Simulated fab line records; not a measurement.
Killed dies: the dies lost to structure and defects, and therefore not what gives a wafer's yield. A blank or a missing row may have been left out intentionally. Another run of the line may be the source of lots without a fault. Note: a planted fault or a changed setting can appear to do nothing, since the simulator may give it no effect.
Chamber matching | flow n5Finfet | N5_MOL_CONTACT_COAG_ALD_131 on aldSin-03 has 4 sister chambers
The step deposits SiO2, target thk 5 nm, pulse time 1 s, co reactant pulse time 1 s. 8 wafers are shown with their chamber, then 9 later ones without.

WAFERS WITH THEIR CHAMBER
wafer  | chamber | heaterPowerW (W) | chamberPressureTorr (Torr)
L077.3 | 2       | 84               | 1.998
L078.4 | 0       | 80               | 2.003
L086.2 | 1       | 69               | 1.997
L086.4 | 2       | 82               | 2.005
L086.6 | 3       | 85               | 1.995
L087.1 | 3       | 89               | 1.999
L087.2 | 1       | 68               | 1.996
L087.3 | 0       | 81               | 1.998

WAFERS WITHOUT THEIR CHAMBER
wafer  | heaterPowerW (W) | chamberPressureTorr (Torr)
L088.1 | 69               | 2.001
L088.2 | 84               | 2.002
L088.3 | 89               | 2.002
L093.1 | 66               | 1.997
L093.4 | 81               | 1.998
L093.6 | 81               | 1.998
L094.1 | 67               | 2.006
L094.2 | 83               | 1.990
L094.3 | 81               | 1.999

WHICH CHAMBER EACH WENT THROUGH
wafer  | from the rows above          | in truth
L088.1 | 1                            | 1
L088.2 | can't be placed: 2 or 0 or 3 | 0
L088.3 | can't be placed: 3 or 2      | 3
L093.1 | 1                            | 1
L093.4 | can't be placed: 0 or 2      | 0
L093.6 | can't be placed: 0 or 2      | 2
L094.1 | 1                            | 1
L094.2 | can't be placed: 3 or 2 or 0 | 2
L094.3 | can't be placed: 0 or 2      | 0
3 of 9 placed correctly. Not placeable from these rows: 6 (in 6, the candidates include the true chamber). Number placed wrongly: 0.
How it was worked out, from the rows above alone: a wafer's distance from a chamber is the root of the sum, over the readings, of the square of ((its reading less the chamber's mean) divided by the reading's scatter). If the next closest chamber is less than 2 further off than the closest, the wafer can't be placed; otherwise it belongs to the closest. Each chamber's mean is taken over the wafers shown for it. The scatter is the square root of a quotient: the sum, over the shown wafers, of each reading's squared deviation from its chamber's mean, divided by wafers minus chambers.
